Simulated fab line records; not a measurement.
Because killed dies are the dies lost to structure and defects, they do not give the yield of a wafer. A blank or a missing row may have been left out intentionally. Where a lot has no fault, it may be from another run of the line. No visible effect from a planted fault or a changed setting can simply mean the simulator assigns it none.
Chamber matching ; flow nandHarc ; 4 sister chambers for NHARC_P_GATE_DESCUM_48 on rieDiel-02
The step chemistry O2, time 3 s. 14 wafers are shown with their chamber, then 7 later ones without.

## EACH WAFER AND ITS CHAMBER
wafer;chamber;showerheadPlenumPTorr (Torr);drypumpMotorCurrentA (A);rfVppV (V)
L810.2;1;1.90;5.3;58.7
L810.3;0;1.98;4.7;57.2
L810.5;0;1.98;4.7;58.0
L816.3;2;1.90;5.3;56.3
L816.5;1;1.90;5.3;58.6
L816.6;2;1.90;5.3;57.0
L821.1;3;1.86;5.7;56.5
L821.2;1;1.90;5.3;56.7
L821.3;0;1.98;4.7;57.6
L822.3;2;1.90;5.4;56.7
L822.5;0;1.98;4.7;58.1
L822.6;1;1.90;5.3;58.2
L823.3;3;1.86;5.7;55.9
L823.5;1;1.89;5.3;57.2

SIGNATURES (means of the wafers above)
reading;chamber 0;chamber 1;chamber 2;chamber 3;scatter within a chamber
showerheadPlenumPTorr;1.9800;1.8980;1.9000;1.8600;0.00283
drypumpMotorCurrentA;4.700;5.300;5.333;5.700;0.0258
rfVppV;57.725;57.880;56.667;56.200;0.639
Rule: distance of a wafer from a chamber = root of the sum over the readings of ((wafer's reading minus chamber's mean) / reading's scatter) squared. The wafer belongs to the nearest chamber; if the next one is less than 2 further off, it can't be placed. How the scatter is found: for the shown wafers, subtract from each reading the mean of its chamber, square and add these, divide the total by (wafers less chambers), then take the root.

## WAFERS WHOSE CHAMBER IS MISSING
wafer;showerheadPlenumPTorr (Torr);drypumpMotorCurrentA (A);rfVppV (V)
L823.6;1.90;5.3;57.6
L824.2;1.98;4.7;56.8
L824.3;1.86;5.7;58.2
L824.5;1.90;5.3;56.9
L831.1;1.89;5.3;55.7
L831.5;1.89;5.4;56.8
L831.6;1.85;5.7;56.2

## THE CHAMBER EACH PASSED THROUGH
wafer;from the rows above;in truth
L823.6;can't be placed: 1 or 2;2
L824.2;0;0
L824.3;3;3
L824.5;can't be placed: 2 or 1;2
L831.1;can't be placed: 2 or 1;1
L831.5;can't be placed: 2 or 1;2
L831.6;3;3
Correct placement for 3 of the 7. From these rows, 4 cannot be placed; in 4 the true chamber is one of the candidates. Placed wrongly: 0.
